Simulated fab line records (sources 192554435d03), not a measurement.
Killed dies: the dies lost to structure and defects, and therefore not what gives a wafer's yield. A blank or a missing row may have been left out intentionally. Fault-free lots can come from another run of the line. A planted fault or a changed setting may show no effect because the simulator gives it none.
Which tool was responsible?	flow n5Finfet	22 lots with 66 wafers sampled at 6 steps, on a route of 1938 steps

== WHAT THE GAUGES READ, wafer by wafer ==
N5_BEOL_M15_INSPECT_30: inspects for defects (macro).
lot	measured	on	rawDefectCount
L074	day 12 03:40	defectInspect-01	0 1 1
L077	day 12 12:23	defectInspect-01	2 0 2
L078	day 13 02:47	defectInspect-02	1 1 3
L080	day 13 07:50	defectInspect-01	2 1 3
L079	day 13 11:14	defectInspect-02	3 1 2
L082	day 13 16:09	defectInspect-01	2 1 5
L083	day 13 18:06	defectInspect-01	1 1 1
L081	day 13 20:28	defectInspect-02	1 2 1
L084	day 14 01:47	defectInspect-01	1 2 1
L085	day 14 19:50	defectInspect-01	5 5 1
L087	day 14 23:16	defectInspect-01	0 3 3
L086	day 14 23:43	defectInspect-02	2 0 2
L089	day 15 08:14	defectInspect-02	2 3 4
L090	day 16 01:37	defectInspect-02	3 3 0
L088	day 16 02:05	defectInspect-01	1 3 1
L091	day 16 03:17	defectInspect-01	2 3 2
L092	day 16 07:04	defectInspect-01	3 5 0
L093	day 16 21:18	defectInspect-01	2 4 3
L095	day 16 23:39	defectInspect-01	3 4 2
L096	day 17 02:27	defectInspect-01	4 4 4
L094	day 17 06:50	defectInspect-01	4 4 2
L097	day 17 10:46	defectInspect-02	2 3 1

== TOOL THAT RAN EACH LOT (tool first, then ch and the chambers of the sampled wafers, then the start) ==
lot	N5_BEOL_M14_DESCUM_15	N5_BEOL_M14_TRENCH_ETCH_34	N5_BEOL_M14_SPUTTER_44	N5_BEOL_M15_ILD_DEP_00	N5_BEOL_M15_DESCUM_15
L074	rieDiel-04 ch 1,2,3, day 11 18:28	rieDiel-03 ch 1,2, day 11 19:54	pvdSputter-03, day 11 23:35	pecvd-03 ch 1,2, day 12 01:00	rieDiel-06 ch 0,1, day 12 01:53
L077	rieDiel-01 ch 0,2,3, day 12 06:56	rieDiel-03 ch 1,2,3, day 12 08:22	pvdSputter-02, day 12 09:01	pecvd-04 ch 0,1,2, day 12 10:11	rieDiel-02 ch 0,1,3, day 12 10:58
L078	rieDiel-04 ch 1,2,3, day 12 15:56	rieDiel-01 ch 1,2,3, day 12 17:23	pvdSputter-02, day 12 23:22	pecvd-03 ch 0,1,2, day 13 00:41	rieDiel-02 ch 0,1,3, day 13 01:21
L080	rieDiel-01 ch 0,1,2, day 12 23:46	rieDiel-01 ch 0,2, day 13 01:16	pvdSputter-01, day 13 04:28	pecvd-04 ch 0,1,2, day 13 05:38	rieDiel-05 ch 2,3, day 13 06:23
L079	rieDiel-01 ch 0,3, day 13 05:28	rieDiel-04 ch 0,1,2, day 13 06:49	pvdSputter-02, day 13 07:37	pecvd-03 ch 0,1,2, day 13 09:05	rieDiel-05 ch 1,2,3, day 13 09:49
L082	rieDiel-01 ch 1,2,3, day 13 05:49	rieDiel-03 ch 0,1,3, day 13 07:19	pvdSputter-03, day 13 12:22	pecvd-04 ch 0,2, day 13 13:34	rieDiel-05 ch 0,1,3, day 13 14:41
L083	rieDiel-03 ch 0,2,3, day 13 12:10	rieDiel-03 ch 1,2, day 13 13:28	pvdSputter-02, day 13 14:52	pecvd-03 ch 0,2, day 13 16:02	rieDiel-06 ch 1,2,3, day 13 16:40
L081	rieDiel-04 ch 1,3, day 13 14:42	rieDiel-01 ch 1,2,3, day 13 16:01	pvdSputter-03, day 13 17:01	pecvd-03 ch 0,1, day 13 18:11	rieDiel-05 ch 1,2,3, day 13 18:49
L084	rieDiel-04 ch 1,2,3, day 13 18:47	rieDiel-04 ch 0,1, day 13 20:05	pvdSputter-02, day 13 22:06	pecvd-04 ch 1,2, day 13 23:36	rieDiel-02 ch 0,2,3, day 14 00:14
L085	rieDiel-04 ch 1,2,3, day 14 12:31	rieDiel-03 ch 1,2, day 14 13:50	pvdSputter-03, day 14 16:08	pecvd-02 ch 1,2, day 14 17:26	rieDiel-06 ch 0,1,2, day 14 18:17
L087	rieDiel-04 ch 0,1,2, day 14 17:19	rieDiel-04 ch 0,1, day 14 18:44	pvdSputter-03, day 14 19:54	pecvd-02 ch 0,1,2, day 14 21:04	rieDiel-05 ch 2,3, day 14 21:50
L086	rieDiel-01 ch 1,2, day 14 17:40	rieDiel-01 ch 0,3, day 14 19:12	pvdSputter-03, day 14 20:13	pecvd-04 ch 0,1,2, day 14 21:23	rieDiel-02 ch 0,1,3, day 14 22:10
L089	rieDiel-03 ch 1,2,3, day 15 02:41	rieDiel-03 ch 1,2, day 15 04:12	pvdSputter-02, day 15 04:50	pecvd-04 ch 0,2, day 15 06:03	rieDiel-02 ch 0,2,3, day 15 06:49
L090	rieDiel-04 ch 0,1,3, day 15 13:26	rieDiel-04 ch 1,3, day 15 15:09	pvdSputter-01, day 15 22:08	pecvd-03 ch 1,2, day 15 23:23	rieDiel-02 ch 0,2, day 16 00:02
L088	rieDiel-01 ch 1,2, day 15 14:40	rieDiel-01 ch 2,3, day 15 16:15	pvdSputter-03, day 15 22:22	pecvd-02 ch 0,1,2, day 15 23:46	rieDiel-05 ch 0,1,2, day 16 00:31
L091	rieDiel-03 ch 0,1,2, day 15 15:11	rieDiel-03 ch 1,2, day 15 16:30	pvdSputter-02, day 15 22:35	pecvd-03 ch 0,2, day 16 00:32	rieDiel-05 ch 1,3, day 16 01:52
L092	rieDiel-04 ch 0,1, day 15 23:32	rieDiel-01 ch 0,1, day 16 00:50	pvdSputter-03, day 16 03:25	pecvd-02 ch 0,1, day 16 04:51	rieDiel-05 ch 1,3, day 16 05:37
L093	rieDiel-03 ch 2,3, day 16 13:48	rieDiel-04 ch 0,2, day 16 15:25	pvdSputter-01, day 16 17:33	pecvd-02 ch 0,2, day 16 19:07	rieDiel-05 ch 2,3, day 16 19:52
L095	rieDiel-03 ch 2,3, day 16 14:50	rieDiel-01 ch 0,1,2, day 16 17:46	pvdSputter-01, day 16 20:08	pecvd-03 ch 0,1, day 16 21:19	rieDiel-02 ch 1,3, day 16 22:05
L096	rieDiel-04 ch 0,3, day 16 19:32	rieDiel-01 ch 0,1, day 16 22:09	pvdSputter-01, day 16 23:10	pecvd-03 ch 0,1, day 17 00:20	rieDiel-05 ch 1,2,3, day 17 00:59
L094	rieDiel-04 ch 1,3, day 16 23:34	rieDiel-04 ch 1,2, day 17 02:20	pvdSputter-03, day 17 03:23	pecvd-03 ch 1,2, day 17 04:33	rieDiel-05 ch 0,1,2, day 17 05:19
L097	rieDiel-04 ch 0,1,3, day 17 01:32	rieDiel-04 ch 1,2,3, day 17 05:05	pvdSputter-02, day 17 07:24	pecvd-03 ch 0,1,2, day 17 08:34	rieDiel-05 ch 0,2,3, day 17 09:13
- N5_BEOL_M14_DESCUM_15: chemistry O2, time 7.9 s.
- N5_BEOL_M14_TRENCH_ETCH_34: etches SiO2 in C4F8/O2/Ar, target depth 556.65 nm, time 126.9 s.
- N5_BEOL_M14_SPUTTER_44: material Ta, target thk 15 nm, time 24.19 s.
- N5_BEOL_M15_ILD_DEP_00: deposits SiO2 from TEOS/O2, target thk 1629.3 nm, time 346.1 s.
- N5_BEOL_M15_DESCUM_15: chemistry O2, time 7.9 s.

== AS READ BY THE TOOLS THEMSELVES (means over the sampled wafers that have a number; for cases with no such wafer, the mark the record gives instead) ==
N5_BEOL_M14_DESCUM_15.
lot	tool	chamberPressureMTorr (mTorr)	drypumpMotorCurrentA (A)	oesProductAu (a.u.)	rfVppV (V)	showerheadPlenumPTorr (Torr)	throttleValvePct (%)
L074	rieDiel-04	19.990	5.3	0.80	241.9	2.02	20.31
L077	rieDiel-01	19.999	5.6	0.74	242.6	2.06	20.36
L078	rieDiel-04	19.991	5.3	0.79	241.9	2.01	20.33
L080	rieDiel-01	20.011	5.8	0.79	243.1	2.04	20.16
L079	rieDiel-01	19.984	5.6	0.68	242.4	2.03	20.46
L082	rieDiel-01	20.003	5.6	0.78	243.1	2.10	20.20
L083	rieDiel-03	20.008	5.8	0.82	243.2	2.07	20.30
L081	rieDiel-04	19.989	5.3	0.79	241.6	2.01	20.40
L084	rieDiel-04	20.005	5.3	0.78	241.8	2.01	20.33
L085	rieDiel-04	19.996	5.3	0.78	241.5	2.01	20.35
L087	rieDiel-04	20.002	5.7	0.84	242.2	2.02	20.26
L086	rieDiel-01	20.000	5.8	0.81	243.1	2.07	20.01
L089	rieDiel-03	20.024	5.4	0.84	242.6	2.09	20.25
L090	rieDiel-04	19.987	5.5	0.82	242.1	2.01	20.30
L088	rieDiel-01	20.022	5.8	0.80	243.0	2.07	20.02
L091	rieDiel-03	20.008	5.7	0.77	243.2	2.09	20.27
L092	rieDiel-04	19.997	5.9	0.88	242.9	2.02	20.21
L093	rieDiel-03	19.990	5.5	0.86	243.4	2.06	20.33
L095	rieDiel-03	20.012	5.5	0.87	243.5	2.06	20.34
L096	rieDiel-04	19.995	5.3	0.77	240.8	1.98	20.30
L094	rieDiel-04	20.010	5.2	0.76	241.7	2.00	20.45
L097	rieDiel-04	20.002	5.5	0.80	242.2	2.00	20.34

N5_BEOL_M14_TRENCH_ETCH_34.
lot	tool	chamberPressureMTorr (mTorr)	drypumpMotorCurrentA (A)	oesProductAu (a.u.)	rfVppV (V)	showerheadPlenumPTorr (Torr)	throttleValvePct (%)
L074	rieDiel-03	20.010	5.5	0.86	2205	3.46	30.42
L077	rieDiel-03	20.001	5.4	0.90	2185	3.43	30.60
L078	rieDiel-01	19.988	5.7	0.78	2183	3.49	30.85
L080	rieDiel-01	19.996	5.8	0.76	2213	3.29	30.70
L079	rieDiel-04	20.020	5.7	0.86	2221	3.32	30.58
L082	rieDiel-03	19.993	5.6	0.84	2152	3.42	30.90
L083	rieDiel-03	19.988	5.5	0.84	2205	3.46	30.44
L081	rieDiel-01	19.998	5.7	0.78	2182	3.48	30.87
L084	rieDiel-04	20.013	5.6	0.86	2221	3.32	30.65
L085	rieDiel-03	19.986	5.5	0.83	2205	3.45	30.43
L087	rieDiel-04	20.010	5.6	0.85	2221	3.32	30.66
L086	rieDiel-01	19.987	5.5	0.76	2225	3.58	30.86
L089	rieDiel-03	19.991	5.4	0.82	2204	3.45	30.44
L090	rieDiel-04	19.998	5.1	0.74	2176	3.29	30.80
L088	rieDiel-01	19.990	5.7	0.78	2180	3.44	30.99
L091	rieDiel-03	19.993	5.3	0.82	2157	3.46	30.68
L092	rieDiel-01	20.007	5.8	0.83	2205	3.52	30.60
L093	rieDiel-04	19.995	5.9	0.85	2227	3.33	30.59
L095	rieDiel-01	20.011	5.8	0.83	2204	3.49	30.73
L096	rieDiel-01	20.002	5.8	0.86	2237	3.56	30.58
L094	rieDiel-04	19.998	5.4	0.78	2214	3.30	30.64
L097	rieDiel-04	19.999	5.2	0.74	2195	3.29	30.68

N5_BEOL_M14_SPUTTER_44.
lot	tool	cathodeDcPowerW (W)	chamberPressurePa (Pa)	throttleValvePct (%)
L074	pvdSputter-03	15000	0.06998	29.8
L077	pvdSputter-02	15000	0.07004	30.3
L078	pvdSputter-02	15001	0.06995	30.9
L080	pvdSputter-01	15002	0.06990	30.2
L079	pvdSputter-02	15001	0.06983	31.0
L082	pvdSputter-03	15000	0.07013	30.6
L083	pvdSputter-02	15002	0.06982	29.3
L081	pvdSputter-03	15000	0.06996	30.4
L084	pvdSputter-02	14999	0.06991	31.0
L085	pvdSputter-03	14999	0.06988	30.3
L087	pvdSputter-03	14999	0.06998	30.5
L086	pvdSputter-03	14999	0.07002	30.2
L089	pvdSputter-02	15002	0.07002	30.4
L090	pvdSputter-01	14998	0.06998	30.6
L088	pvdSputter-03	14999	0.06994	30.3
L091	pvdSputter-02	14999	0.07001	30.3
L092	pvdSputter-03	15001	0.07007	30.6
L093	pvdSputter-01	15002	0.06995	30.2
L095	pvdSputter-01	15001	0.07003	29.9
L096	pvdSputter-01	15000	0.07005	30.3
L094	pvdSputter-03	15000	0.06983	30.7
L097	pvdSputter-02	15001	0.06996	30.9

N5_BEOL_M15_ILD_DEP_00.
lot	tool	heaterPowerW (W)	showerheadPlenumPTorr (Torr)	throttleValvePct (%)
L074	pecvd-03	417	8.34	17.4
L077	pecvd-04	463	8.34	19.2
L078	pecvd-03	522	8.36	17.8
L080	pecvd-04	470	8.36	19.4
L079	pecvd-03	506	8.36	17.7
L082	pecvd-04	502	8.30	20.4
L083	pecvd-03	511	8.38	17.8
L081	pecvd-03	487	8.38	17.3
L084	pecvd-04	519	8.35	18.3
L085	pecvd-02	476	8.28	18.2
L087	pecvd-02	527	8.34	18.8
L086	pecvd-04	509	8.36	19.3
L089	pecvd-04	421	8.31	19.4
L090	pecvd-03	394	8.36	17.2
L088	pecvd-02	467	8.31	18.7
L091	pecvd-03	476	8.38	17.9
L092	pecvd-02	504	8.35	19.5
L093	pecvd-02	550	8.33	19.4
L095	pecvd-03	507	8.40	17.7
L096	pecvd-03	522	8.38	17.8
L094	pecvd-03	427	8.36	17.3
L097	pecvd-03	464	8.38	17.6

N5_BEOL_M15_DESCUM_15.
lot	tool	chamberPressureMTorr (mTorr)	drypumpMotorCurrentA (A)	oesProductAu (a.u.)	rfVppV (V)	showerheadPlenumPTorr (Torr)	throttleValvePct (%)
L074	rieDiel-06	19.993	6.1	0.79	243.1	2.08	20.6
L077	rieDiel-02	20.004	5.8	0.74	241.9	2.03	20.4
L078	rieDiel-02	20.019	5.8	0.73	242.6	2.03	20.4
L080	rieDiel-05	20.003	6.0	0.74	242.8	2.06	20.4
L079	rieDiel-05	20.000	5.8	0.72	242.4	2.02	20.7
L082	rieDiel-05	19.984	5.6	0.76	242.4	2.07	20.7
L083	rieDiel-06	20.008	5.9	0.87	244.1	2.15	20.2
L081	rieDiel-05	20.012	5.8	0.72	242.4	2.02	20.7
L084	rieDiel-02	20.010	5.7	0.78	243.4	2.08	20.4
L085	rieDiel-06	20.011	5.9	0.85	244.6	2.17	20.4
L087	rieDiel-05	20.001	5.9	0.73	242.1	2.06	20.4
L086	rieDiel-02	20.006	5.8	0.72	241.8	2.02	20.5
L089	rieDiel-02	19.999	5.7	0.78	242.5	2.08	20.4
L090	rieDiel-02	19.993	5.5	0.78	243.2	2.14	20.5
L088	rieDiel-05	19.987	5.7	0.85	243.1	2.07	20.3
L091	rieDiel-05	19.993	5.7	0.90	245.3	2.23	20.8
L092	rieDiel-05	19.974	5.6	0.89	245.7	2.23	20.8
L093	rieDiel-05	20.013	6.0	0.71	241.4	1.98	20.3
L095	rieDiel-02	20.002	6.1	0.83	242.6	2.08	20.3
L096	rieDiel-05	19.997	5.8	0.79	243.1	2.10	20.5
L094	rieDiel-05	20.000	5.6	0.82	242.5	2.07	20.3
L097	rieDiel-05	20.000	5.8	0.74	242.6	2.02	20.3

== THE ANSWER, worked out from the rows above alone ==
Rule: what is usual is taken from the lots themselves. Put in order of their means at a reading, lots are off if they are a third of the lots or fewer, leave a main group of 4 or more, and stand apart from it by a gap of 3 or more times the standard deviation of the main group's means; of several such gaps the widest counts. Not used: any main group whose means are identical at the precision the tables above print for the reading. Also off: a lot with no number at a reading for which 4 or more lots have one. The other lots that the step has rows for count as sound. The gauges are gone through in route order, then the tools' own readings, and for those a lot's mean is taken as printed above. The first step at which some lot is off is used, and at that step the reading that is off furthest; a lot without a number counts as furthest.
No lot is off at any reading shown: from this, nothing can be told.

== WHAT THE SIMULATOR HAD INSERTED ==
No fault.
